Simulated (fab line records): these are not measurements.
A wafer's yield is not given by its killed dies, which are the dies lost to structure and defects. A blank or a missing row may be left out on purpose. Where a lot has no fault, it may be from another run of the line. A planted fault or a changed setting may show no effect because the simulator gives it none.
fab line records -- flow n5Finfet
record lots=5, wafers=15, lastDay=17
route steps=1938 shown BEOL_M7@1299 BEOL_M8@1332 BEOL_M15@1830 PASSIVATION@1936
lots with no fault: from the same line, run without faults
startH: hours from the record's first day to the start of the lot's first wafer shown -- waitH: how many hours have passed since the lot's step before this one -- " unchanged from the row above -- L1.1+2: one row covering several wafers at once -- - no value, or no start given -- * or withheld: withheld -- < > ~ a bound
route shown NAME@n: a module of which the file shows steps, and the number in the route of the first -- usual: mean/standard deviation taken from wafers without a fault -- same: alike in all rows -- chamber/n: place in a boat -- sites: each site's reading -- _std_site: standard deviation across them -- _edge_site: outer sites' mean less inner sites' -- radiusMm: how far each site lies from the wafer's centre -- mask NAME#n: copy n -- behind: the most recent tool/chamber to have shaped the wafer -- hold: why the lot was held/for how many hours/how that ended -- device: whichever transistor did not switch (one of n, p or np) -- end of line: the tests these same wafers got at the end of their route -- a step with no rows: only its recipe -- killed: the dies lost at the first sort to structure and to defects; this is not the yield of the wafer -- map: dies across one wafer; x = killed, . = not, _ = none there
set.NAME: the run value of the setting; set.NAME@STEP: its run value at that earlier step -- model.NAME: the simulator's own value behind a step, which no gauge read
lots at some steps of the route; a table a step, a row a wafer
services: the hour from which a tool's chamber was out of use, counted from the record's first day as startH (under 0 if before that day), plus the number of hours and why
## steps
# step N5_BEOL_M7_DESCUM_33
# recipe chemistry=O2, timeS=7, sourcePowerW=50, biasPowerW=20, pressureMtorr=20, rfFrequencyHz=2.712e+07, tempC=40, resist=CAR-EUV, o2FlowSccm=225
# step N5_BEOL_M7_ETCH_72
# recipe chemistry=N2/H2, target=underlayer, targetDepthA=65, maskMaterial=CAR-EUV, timeS=5.2, ionEnergyEv=200, pressureMtorr=30, sourceW=840, biasW=150, n2FlowSccm=200, h2FlowSccm=200, ends=cleared
# step N5_BEOL_M7_ETCH_65
# recipe chemistry=CF4, target=SiARC, targetDepthA=156, maskMaterial=CAR-EUV, timeS=26, ionEnergyEv=80, pressureMtorr=40, sourceW=545, biasW=36, Ar_flow_sccm=100, cf4FlowSccm=100, ends=cleared
# step N5_BEOL_M7_ETCH_66
# recipe chemistry=N2/H2, target=SOC, targetDepthA=800, overetchA=160, maskMaterial=SiARC, tempC=40, timeS=120, ionEnergyEv=200, pressureMtorr=30, sourceW=840, biasW=150, n2FlowSccm=200, h2FlowSccm=200
# step N5_BEOL_M7_STRIP_69
# recipe chemistry=N2/H2, tempC=40, n2FlowSccm=200, h2FlowSccm=200, rfFrequencyHz=6e+07
# step N5_BEOL_M7_STRIP_73
# recipe chemistry=N2/H2, tempC=40, n2FlowSccm=200, h2FlowSccm=200, rfFrequencyHz=6e+07
# step N5_BEOL_M7_VIA_ETCH_34
# recipe chemistry=C4F6/O2, target=SiCOH_lowk, targetDepthA=1255, maskMaterial=SOC, taperDeg=4, timeS=50.5, ionEnergyEv=250, pressureMtorr=30, sourceW=345, biasW=185, Ar_flow_sccm=300, C4F6_flow_sccm=10, O2_flow_sccm=10
# step N5_BEOL_M7_STRIP_76
# recipe chemistry=C4F6/O2, resist=SiARC, rfFrequencyHz=6e+07
# step N5_BEOL_M7_STRIP_36
# recipe chemistry=N2/H2, powerW=450, tempC=40, pressureMtorr=20, rfFrequencyHz=6e+07, overashFraction=0.3, biasPowerW=7, h2Frac=0.5, n2FlowSccm=200, h2FlowSccm=200
# step N5_BEOL_M7_TRENCH_ETCH_37
# recipe chemistry=C4F6/O2, targetDepthA=934.78, target=SiCOH_lowk, timeS=31.2, ionEnergyEv=250, pressureMtorr=30, sourceW=345, biasW=185, Ar_flow_sccm=300, C4F6_flow_sccm=10, O2_flow_sccm=10
# usual biasW=185.0/0.59, drypumpMotorCurrentA=5.4/0.45, oesProductAu=0.81/0.1, rfVppV=661/9.7, showerheadPlenumPTorr=2.86/0.1, throttleValvePct=20.85/0.25
lot.wafer,tool,chamber,startH,waitH,biasW,drypumpMotorCurrentA,oesProductAu,rfHoursCounterH,rfVppV,showerheadPlenumPTorr,throttleValvePct,model.etch.depthNm,model.BEOL_M7.featureDepthNm,model.TiN_of_BEOL_M7_HM_DEP_02.thkNm
L819.3,rieDiel-01,3,231.49,-,185.2,5.7,0.69,209,645,2.93,20.88,93.46,93.4,17.2
L819.4,rieDiel-01,0,231.49,-,184.8,5.3,0.83,94,666,2.98,20.88,95.33,95.4,17.2
L819.6,rieDiel-01,1,231.49,-,185.3,6.0,0.97,-,675,2.80,20.41,97.66,97.6,17.4
L822.4,rieDiel-01,1,257.54,-,184.2,6.0,0.94,23,674,2.80,20.42,97.1,97,17.2
L822.5,rieDiel-01,2,257.54,-,185.4,5.4,0.70,-,652,2.83,21.12,91.38,91.4,17.6
L822.6,rieDiel-01,1,257.54,-,184.8,6.0,0.83,-,675,2.79,20.41,78.3,78.4,17.6
L823.3,rieDiel-01,1,266.22,-,184.4,6.0,0.82,25,675,2.79,20.41,77.93,78,17.4
L823.5,rieDiel-01,3,266.22,-,185.1,5.7,0.69,-,645,2.93,20.90,93.86,93.8,17.4
L823.6,rieDiel-01,0,266.22,-,184.9,5.4,0.71,-,667,2.98,20.86,76.17,76.2,17.8
L824.2,rieDiel-01,0,272.52,-,184.6,5.3,0.81,105,665,2.98,20.89,94.77,94.8,17.2
L824.3,rieDiel-01,3,272.52,-,184.7,5.7,0.59,222,644,2.92,20.87,74.9,75,17.8
L824.4,rieDiel-01,1,272.52,-,185.0,6.0,0.93,27,674,2.79,20.44,97.27,97.2,17
L834.3,rieDiel-04,1,333.96,-,184.8,5.1,0.90,42,664,2.89,20.57,96.03,96,17.8
L834.4,rieDiel-04,0,333.96,-,184.9,5.4,0.86,59,664,2.77,20.75,94.26,94.2,17.8
L834.6,rieDiel-04,2,333.96,-,185.5,4.8,0.84,-,663,3.01,20.90,95.57,95.6,17.8
# step N5_BEOL_M7_ETCH_41
# recipe chemistry=CH3F/O2, target=SiCN, targetDepthA=319, taperDeg=2, timeS=57.8, ionEnergyEv=120, maskMaterial=TiN, pressureMtorr=30, sourceW=395, biasW=75, Ar_flow_sccm=150, CH3F_flow_sccm=30, O2_flow_sccm=20
# step N5_BEOL_M7_STRIP_80
# recipe chemistry=N2/H2, timeS=10, powerW=450, tempC=40, pressureMtorr=20, rfFrequencyHz=6e+07, biasPowerW=7, n2FlowSccm=200, h2FlowSccm=200
# step N5_BEOL_M7_OCD_MEAS_38
# usual trenchDepthNm=94.2/2.1
lot.wafer,tool,chamber,startH,waitH,trenchDepthNm
L819.3,ocd-02,-,231.65,-,93.7
L819.4,ocd-02,-,231.65,-,95.2
L819.6,ocd-02,-,231.65,-,98.0
L822.4,ocd-01,-,258.23,-,97.4
L822.5,ocd-01,-,258.23,-,91.2
L822.6,ocd-01,-,258.23,-,78.4
L823.3,ocd-02,-,266.38,-,77.5
L823.5,ocd-02,-,266.38,-,93.7
L823.6,ocd-02,-,266.38,-,76.4
L824.2,ocd-01,-,272.68,-,95.1
L824.3,ocd-01,-,272.68,-,74.5
L824.4,ocd-01,-,272.68,-,97.1
L834.3,ocd-02,-,334.12,-,96.1
L834.4,ocd-02,-,334.12,-,94.4
L834.6,ocd-02,-,334.12,-,95.6
# step N5_BEOL_M7_HM_STRIP_39
# recipe chemistry=peroxideTinStrip, material=TiN, targetDepthA=250, tempC=50, timeS=158
# step N5_BEOL_M7_SRD_40
# recipe timeS=30, tempC=23, rinseLiquid=diw, dry=ipaMarangoni
# step N5_BEOL_M7_PRECLEAN_42
# recipe chemistry=residueRemover, timeS=60, tempC=40
# step N5_BEOL_M7_SRD_43
# recipe timeS=30, tempC=23, rinseLiquid=diw, dry=ipaMarangoni
# step N5_BEOL_M7_CURE_75
# recipe tempC=370, timeS=120, ambient=DMADMS/He, material=SiCOH_lowk
# step N5_BEOL_M7_DEGAS_44
# recipe ambient=vacuum, tempC=250, timeS=60
# step N5_BEOL_M7_PRE_CLEAN_45
# recipe gas=H2/He, timeS=30, tempC=250
# step N5_BEOL_M7_ALD_77
# recipe material=TaN, targetThkA=20, tempC=275, aldPrecursorFamily=PDMAT, aldCoReactant=NH3, pressureTorr=3, carrierFlowSccm=1500, pulseTimeS=2, purgeTimeS=3, coReactantPurgeTimeS=2, coReactantPulseTimeS=3, aldCycles=40, precursorVesselTempC=75, precursorVesselPressureTorr=26.25, precursorVesselCarrierSccm=1000
# step N5_BEOL_M7_SURFACE_TREAT_79
# recipe gas=Ar, timeS=*, ionEnergyEv=*, ionCurrentMaCm2=0.5, pressureMtorr=*, arFlowSccm=30
# step N5_BEOL_M7_CVD_78
# recipe material=Co, targetThkA=20, tempC=withheld, precursor=CCTBA/H2, pressureTorr=30, timeS=142.3
# step N5_BEOL_M7_SPUTTER_48
# recipe material=Cu, targetThkA=100, tempC=-20, biasV=60, powerW=26000, chamberPressurePa=0.13, timeS=1.667
# step N5_BEOL_M7_ECD_50
# recipe material=Cu, targetThkA=3000
# step N5_BEOL_M7_ANNEAL_51
# recipe tempC=225, timeS=90, ambient=N2
# step N5_BEOL_M7_CMP_52
# recipe stopOn=SiCOH_lowk, tOverpolishS=6.9, downForcePsi=1, platenRpm=50, clearingPlatenDownForcePsi=1.5, clearingPlatenRpm=50, postCmpClean=cuAlkaline, targetThkNm=80, clearingPlatenPadVelocityMS=0.99484, padVelocityMS=0.99484
# usual barrierFieldEndpointS=28.8/0.75, clearingPlatenDownForcePsi=1.5000/0.0029, motorCurrentA=6.1/0.63, overpolishRunS=6.899/0.0098, padLifeWafers=963/560, timeToEndpointS=63/3.2
lot.wafer,tool,chamber,startH,waitH,barrierFieldEndpointS,clearingPlatenDownForcePsi,motorCurrentA,overpolishRunS,padLifeWafers,timeToEndpointS,model.Cu_of_BEOL_M7_ECD_50.thkNm
L819.3,cmp-02,1,233.57,0.2,29.9,1.4979,6.5,6.892,1056,69,80.8
L819.4,cmp-02,2,233.57,0.2,29.2,1.5047,5.6,6.909,1057,62,81.8
L819.6,cmp-02,2,233.57,0.2,29.5,1.4979,5.7,6.912,-,63,84.2
L822.4,cmp-04,3,261.07,0.2,30.1,1.4944,7.5,6.892,355,69,84.6
L822.6,cmp-04,2,261.07,0.2,29.1,1.4977,5.7,6.890,-,65,65.2
L822.5,cmp-04,3,261.07,0.2,29.7,1.4951,7.2,6.896,-,64,78.8
L823.3,cmp-01,3,269.76,0.2,27.6,1.5012,7.5,6.914,522,60,63.8
L823.6,cmp-01,3,269.76,0.2,28.3,1.4985,7.3,6.899,-,63,62.6
L823.5,cmp-01,0,269.76,0.2,28.2,1.4999,6.1,6.895,-,60,80.4
L824.4,cmp-01,0,274.85,0.1,28.6,1.4965,5.9,6.905,564,62,83.4
L824.2,cmp-01,1,274.85,0.1,29.5,1.5033,5.6,6.886,565,67,81.4
L824.3,cmp-01,2,274.85,0.1,28.2,1.5048,5.5,6.914,566,62,59.8
L834.3,cmp-01,1,336.63,0.2,29.5,1.4955,5.7,6.931,1080,66,82.8
L834.4,cmp-01,3,336.63,0.2,28.4,1.4981,7.4,6.890,1082,64,79.6
L834.6,cmp-01,2,336.63,0.2,28.3,1.4992,5.7,6.891,-,61,80.2
# step N5_BEOL_M7_THK_MEAS_53
# recipe thkMeasGauge=xrf, reads=Cu_of_BEOL_M7_ECD_50
# usual M7_THK=80.2/2.4
lot.wafer,tool,chamber,startH,waitH,M7_THK[nm]
L819.3,filmMetro-01,-,233.87,-,80.6
L819.4,filmMetro-01,-,233.87,-,81.6
L819.6,filmMetro-01,-,233.87,-,83.9
L822.4,filmMetro-01,-,261.33,-,83.4
L822.5,filmMetro-01,-,261.33,-,78.0
L822.6,filmMetro-01,-,261.33,-,64.9
L823.3,filmMetro-02,-,270.06,-,62.9
L823.5,filmMetro-02,-,270.06,-,79.2
L823.6,filmMetro-02,-,270.06,-,61.8
L824.2,filmMetro-02,-,275.14,-,80.4
L824.3,filmMetro-02,-,275.14,-,59.0
L824.4,filmMetro-02,-,275.14,-,82.5
L834.3,filmMetro-01,-,336.93,-,82.7
L834.4,filmMetro-01,-,336.93,-,79.4
L834.6,filmMetro-01,-,336.93,-,80.1
# step N5_BEOL_M7_PRE_CLEAN_55
# recipe gas=NH3, timeS=15, tempC=withheld, rfPowerW=300
# step N5_BEOL_M7_DEP_56
# recipe material=SiCN, targetThkA=100, tempC=withheld, precursor=3MS/NH3, pressureTorr=3, rfW=202, timeS=17.5
# step N5_BEOL_M7_RS_MEAS_57
# recipe thkMeasGauge=four-point-probe, reads=Cu_of_BEOL_M7_ECD_50+Co_of_BEOL_M7_CVD_78+TaN_of_BEOL_M7_ALD_77
# usual M7_RS=0.283/0.0098
lot.wafer,tool,chamber,startH,waitH,M7_RS[ohm/sq]
L819.3,filmMetro-01,-,234.00,0.1,0.282
L819.4,filmMetro-01,-,234.00,0.1,0.278
L819.6,filmMetro-01,-,234.00,0.1,0.269
L822.4,filmMetro-01,-,261.46,0.0,0.268
L822.5,filmMetro-01,-,261.46,0.0,0.291
L822.6,filmMetro-01,-,261.46,0.0,0.365
L823.3,filmMetro-01,-,270.19,0.1,0.375
L823.5,filmMetro-01,-,270.19,0.1,0.284
L823.6,filmMetro-01,-,270.19,0.1,0.383
L824.2,filmMetro-01,-,275.28,0.1,0.279
L824.3,filmMetro-01,-,275.28,0.1,0.405
L824.4,filmMetro-01,-,275.28,0.1,0.272
L834.3,filmMetro-01,-,337.06,0.1,0.274
L834.4,filmMetro-01,-,337.06,0.1,0.287
L834.6,filmMetro-01,-,337.06,0.1,0.285
# step N5_BEOL_M8_ILD_DEP_00
# recipe material=SiCOH_lowk, targetThkA=1797.5, tempC=300, precursor=DEMS/porogen, pressureTorr=5, rfW=500, timeS=33.4
# step N5_BEOL_M8_CURE_74
# recipe tempC=385, timeS=240, ambient=He/Ar, material=SiCOH_lowk
# step N5_BEOL_M8_PECVD_70
# recipe material=SiO2, targetThkA=200, tempC=400, precursor=TEOS/O2, pressureTorr=5.5, rfW=450, teosFlowSccm=53.8, gas=O2, flowSccm=3000, timeS=22.7
# step N5_BEOL_M8_HM_DEP_02
# recipe material=TiN, targetThkA=200, tempC=25, chamberPressurePa=0.49996
# step N5_BEOL_M8_COAT_59
# recipe resist=SOC, tempC=250, timeS=60, spinRpm=1500, resistThkNm=100
# step N5_BEOL_M15_RC_MEAS_101
# usual COMB_M10=1.5e-11/3.1e-12, COMB_M11=1.5e-11/3e-12, COMB_M12=6.7e-12/1.5e-12, COMB_M13=5.4e-12/1.2e-12, COMB_M14=4e-12/8.4e-13, COMB_M15=2.9e-12/7.9e-13, COMB_M5=3.8e-11/7.9e-12, COMB_M6=2.6e-11/5.5e-12, COMB_M8=2.8e-11/6.2e-12, COMB_M9=1.5e-11/3.3e-12, SERP_M10=3.05/0.083, SERP_M11=3.01/0.089, SERP_M12=0.630/0.014, SERP_M13=0.306/0.0067, SERP_M14=0.160/0.0038, SERP_M5=38.9/1.6, SERP_M6=13.6/0.54, SERP_M7=13.8/0.62, SERP_M7_max_site=14.3/0.63, SERP_M8=13.7/0.54, SERP_M9=3.01/0.098
lot.wafer,tool,chamber,startH,waitH,COMB_M10[S/m],COMB_M11[S/m],COMB_M12[S/m],COMB_M13[S/m],COMB_M14[S/m],COMB_M15[S/m],COMB_M5[S/m],COMB_M6[S/m],COMB_M8[S/m],COMB_M9[S/m],SERP_M10[ohm/um],SERP_M11[ohm/um],SERP_M12[ohm/um],SERP_M13[ohm/um],SERP_M14[ohm/um],SERP_M5[ohm/um],SERP_M6[ohm/um],SERP_M7[ohm/um],SERP_M7_max_site[ohm/um],SERP_M8[ohm/um],SERP_M9[ohm/um]
L819.3,prober-02,0,291.72,0.3,1.8e-11,1.3e-11,6.2e-12,5.3e-12,3.3e-12,3.7e-12,6.2e-11,3e-11,2.2e-11,2e-11,3.23,3.00,0.635,0.306,0.162,38.9,13.5,13.2,14.2,13.2,2.84
L819.4,prober-02,0,291.72,0.3,1.3e-11,1.5e-11,7.7e-12,6.1e-12,5.7e-12,3.3e-12,5e-11,1.8e-11,2.1e-11,1.4e-11,3.14,3.00,0.637,0.296,0.164,39.9,14.0,13.2,13.7,13.7,2.97
L819.6,prober-02,0,291.72,0.3,2e-11,1.5e-11,7.8e-12,5.9e-12,3.6e-12,3.9e-12,4.1e-11,3.8e-11,1.7e-11,1.8e-11,3.09,2.95,0.633,0.302,0.169,41.8,14.0,13.2,14.0,12.8,2.98
L822.4,prober-01,0,315.23,0.5,1.3e-11,1.9e-11,8e-12,6e-12,2.7e-12,1.5e-12,4e-11,2.4e-11,2.4e-11,1.3e-11,3.00,3.01,0.621,0.296,0.161,39.4,14.8,13.2,13.7,12.9,2.98
L822.5,prober-01,0,315.23,0.5,1.2e-11,1e-11,5.1e-12,4.8e-12,3.4e-12,2.3e-12,3.8e-11,1.9e-11,2.2e-11,1.5e-11,3.03,3.04,0.617,0.303,0.164,39.4,14.4,14.4,14.6,13.6,3.09
L822.6,prober-01,0,315.23,0.5,1.1e-11,1.7e-11,6.9e-12,5.8e-12,2.9e-12,2.4e-12,3.2e-11,1.3e-11,2.6e-11,1.7e-11,3.00,3.12,0.624,0.314,0.156,39.5,12.6,16.6,17.8,13.0,3.01
L823.3,prober-02,0,328.24,0.3,1.5e-11,2e-11,8.4e-12,6.3e-12,5.8e-12,3.2e-12,3e-11,2.8e-11,1.6e-11,1.1e-11,2.94,2.96,0.646,0.312,0.161,39.5,14.2,17.5,18.4,14.2,3.03
L823.5,prober-02,0,328.24,0.3,2.1e-11,1.6e-11,7.6e-12,4.6e-12,4.4e-12,3e-12,2.8e-11,3.2e-11,2.4e-11,1.5e-11,3.01,3.14,0.650,0.315,0.165,41.3,13.8,13.5,14.7,13.7,3.17
L823.6,prober-02,0,328.24,0.3,1.4e-11,1.3e-11,1.16e-11,5.3e-12,4.4e-12,3.9e-12,3.2e-11,3.5e-11,2.4e-11,1e-11,3.00,3.09,0.630,0.314,0.160,37.0,13.4,18.1,18.7,14.8,3.01
L824.2,prober-02,0,329.59,0.2,1.3e-11,1.1e-11,6.2e-12,7e-12,3.3e-12,3.7e-12,3.9e-11,2.8e-11,3.1e-11,1.8e-11,3.12,3.12,0.651,0.304,0.168,41.0,13.9,13.0,13.3,13.5,2.87
L824.3,prober-02,0,329.59,0.2,1.8e-11,1.4e-11,7e-12,6.3e-12,4e-12,3.6e-12,3e-11,2.3e-11,2.5e-11,1.8e-11,3.01,3.15,0.619,0.304,0.164,37.3,13.6,18.8,19.7,13.4,3.09
L824.4,prober-02,0,329.59,0.2,1.7e-11,1.3e-11,5.7e-12,6.3e-12,4.5e-12,3.3e-12,3.7e-11,2.2e-11,3.3e-11,1.7e-11,2.99,3.02,0.617,0.298,0.160,37.4,13.4,13.0,13.6,12.9,2.99
L834.3,prober-02,0,390.80,0.3,1.6e-11,1.9e-11,8.8e-12,5.2e-12,4.7e-12,3.8e-12,3.9e-11,2.4e-11,3.4e-11,2e-11,2.97,3.00,0.632,0.306,0.155,36.6,13.4,13.0,14.0,14.7,3.21
L834.4,prober-02,0,390.80,0.3,1.8e-11,2e-11,8.2e-12,4.7e-12,5.5e-12,3e-12,4.8e-11,2.4e-11,3.5e-11,1.4e-11,2.88,2.97,0.632,0.304,0.153,38.6,13.5,13.6,14.1,12.7,3.08
L834.6,prober-02,0,390.80,0.3,1.6e-11,1.5e-11,8.2e-12,7.2e-12,5.2e-12,3.1e-12,4.1e-11,2.1e-11,2.2e-11,2.3e-11,3.02,3.01,0.627,0.296,0.155,39.4,12.9,13.2,13.5,14.5,3.19
# sites SERP_M7 radiusMm=0,75,75,75,75,140,140,140,140
L819.3 13.1 13.3 12.6 12.8 13.7 14.2 13.0 13.2 13.7
L822.4 13.2 12.9 13.0 12.9 13.0 13.5 13.4 13.7 13.2
L823.3 17.5 17.9 17.3 17.2 17.2 18.4 17.2 17.9 17.6
L824.2 12.8 13.3 12.9 13.2 13.0 13.0 13.3 12.7 12.9
L834.3 12.9 12.9 12.9 12.9 13.0 13.5 13.7 13.1 14.0
# step N5_PASSIVATION_PROBE_49
# usual defectLimitedYield=91.3/1.5, killed_at_M0_to_M3=34/11, killed_at_M4_up=14/6.1, killedAtContacts=12/5.9, killedAtFrontEnd=39/11, killedAtOther=4/3.3, killedDies=102/18, killedOpen=67/13, killedShort=33/7.9, sort_bin_5_function=5.1/1, sort_bin_6_memory=3.3/0.7, sortNPass=1077/19, sortYieldPct=91.3/1.6
# same grossDies=1180, killedAtBackSide=0, sort_bin_4_leakage[%]=0, sort_bin_8_speed[%]=0
lot.wafer,tool,chamber,startH,waitH,defectLimitedYield[%],killed_at_M0_to_M3,killed_at_M4_up,killedAtContacts,killedAtFrontEnd,killedAtOther,killedDies,killedOpen,killedShort,sort_bin_5_function[%],sort_bin_6_memory[%],sortNPass,sortYieldPct[%]
L823.3,prober-02,-,343.12,0.1,93.5,36,9,7,25,0,77,44,26,3.1,2.9,1103,93.5
L823.5,prober-02,-,343.22,0.2,89.9,44,19,16,40,0,119,80,33,6.2,3.4,1061,89.9
L823.6,prober-02,-,343.27,0.3,89.4,58,8,26,33,0,125,76,45,6.6,3.7,1055,89.4
# killed by level:class
L823.3 BEOL_M0_SAQP:geometricParticle:short=10 BEOL_M0_SAQP:geometricParticle:open=8 MOL_CONTACT_COAG:geometricParticle:open=6 BEOL_M2:geometricParticle:open=5 STI_FIN_REVEAL:geometricParticle:open=4 BEOL_M4:geometricParticle:open=4 STARTING-WAFER:geometricParticle:open=4 HKMG_FIN:areaEtch=4
L823.5 MOL_CONTACT_COAG:geometricParticle:open=14 BEOL_M4:geometricParticle:open=12 BEOL_M0_SAQP:geometricParticle:short=8 BEOL_M0_SAQP:geometricParticle:open=8 BEOL_M2:geometricParticle:open=8 BEOL_M3:geometricParticle:open=7 BEOL_M1:geometricParticle:open=6 STARTING-WAFER:geometricParticle:short=6
L823.6 MOL_CONTACT_COAG:geometricParticle:open=22 BEOL_M1:geometricParticle:open=10 BEOL_M0_SAQP:geometricParticle:short=9 FIN_SAQP:geometricParticle:open=7 BEOL_M2:geometricParticle:short=7 STARTING-WAFER:geometricParticle:open=7 BEOL_M0_SAQP:geometricParticle:open=6 BEOL_M2:geometricParticle:open=6
## services
tool,chamber,startH,hours,kind
cmp-02,-,208.01,1.8,repair
cmp-04,-,210.70,-,consumableReplace:conditioner
cmp-04,-,210.70,-,consumableReplace:pad
cmp-04,-,217.95,6.5,repair
cmp-01,-,218.47,1.5,repair
cmp-01,-,241.90,1.7,repair
cmp-01,-,256.66,12.8,pm
rieDiel-04,3,301.14,-,clean
rieDiel-04,3,301.14,-,consumableReplace:focusRing
rieDiel-04,3,301.14,-,consumableReplace:showerhead
rieDiel-04,3,301.14,14.8,scheduledDown
rieDiel-04,3,301.14,14.8,ventCycle
cmp-04,-,308.37,1.9,repair
cmp-02,-,335.58,3.4,repair
## key
firstSign step=N5_BEOL_M7_OCD_MEAS_38, reading=trenchDepthNm, direction=down, sigmas=8.5, usual=94.2, struck=76.7
effect step=N5_BEOL_M7_THK_MEAS_53, reading=M7_THK, direction=down, sigmas=7.4, usual=80.2, struck=62.1
effect step=N5_BEOL_M7_RS_MEAS_57, reading=M7_RS, direction=up, sigmas=10, usual=0.283, struck=0.382
effect step=N5_BEOL_M15_RC_MEAS_101, reading=SERP_M7, direction=up, sigmas=6.4, usual=13.8, struck=17.7
modelEffect step=N5_BEOL_M7_TRENCH_ETCH_37, value=etch.depthNm, without=96.26, struck=76.82
modelEffect step=N5_BEOL_M7_CMP_52, value=Cu_of_BEOL_M7_ECD_50.thkNm, without=82.25, struck=62.85
metAt N5_BEOL_M7_TRENCH_ETCH_37
struckWafers L822.6,L823.3,L823.6,L824.3
onsetBetween 231.49 257.54
fault kind=processParameterDrift, tool=rieDiel-01, chamber=-, onsetH=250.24, steps=N5_BEOL_M7_TRENCH_ETCH_37, channel=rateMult, offset=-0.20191, shape=step, endH=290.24, scope=struckWafersOnly
